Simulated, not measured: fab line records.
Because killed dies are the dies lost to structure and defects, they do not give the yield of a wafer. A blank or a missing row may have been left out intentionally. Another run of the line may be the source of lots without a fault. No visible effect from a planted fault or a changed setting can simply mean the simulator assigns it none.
Which tool did it? -- flow n5 finfet -- 6 lots (17 wafers sampled), 1 step of a 1938-step route

## WHAT THE GAUGES SHOWED, per wafer
N5_BEOL_M14_OVL_MEAS_29.
lot,measured,on,M14_OVL (nm)
L457,day 12 18:05,overlay-02,-3 0 -5
L462,day 13 02:15,overlay-01,-1 -5 -5
L464,day 13 19:41,overlay-02,-10 -5 -7
L470,day 15 14:58,overlay-01,4 -4
L474,day 16 02:14,overlay-02,-8 -7 -7
L478,day 17 16:43,overlay-02,-10 -10 -4

## WHICH TOOL RAN EACH LOT (tool, then ch and the chambers of the sampled wafers, then the start)
The record shows no process step preceding these readings.

## THE ANSWER, worked out from the rows above alone
Rule: what is usual is taken from the lots themselves. Put in order of their means at a reading, lots are off if they are a third of the lots or fewer, leave a main group of 4 or more, and stand apart from it by a gap of 3 or more times the standard deviation of the main group's means; of several such gaps the widest counts. A main group is skipped when, at the precision printed for the reading in the tables above, its means are all equal. A lot without any number at a reading at which 4 lots or more have one is off too. Any other lot the step has rows for is counted as sound.
Across all readings shown, no lot is off: no conclusion can be drawn from this.

## WHAT WAS PUT IN BY THE SIMULATOR
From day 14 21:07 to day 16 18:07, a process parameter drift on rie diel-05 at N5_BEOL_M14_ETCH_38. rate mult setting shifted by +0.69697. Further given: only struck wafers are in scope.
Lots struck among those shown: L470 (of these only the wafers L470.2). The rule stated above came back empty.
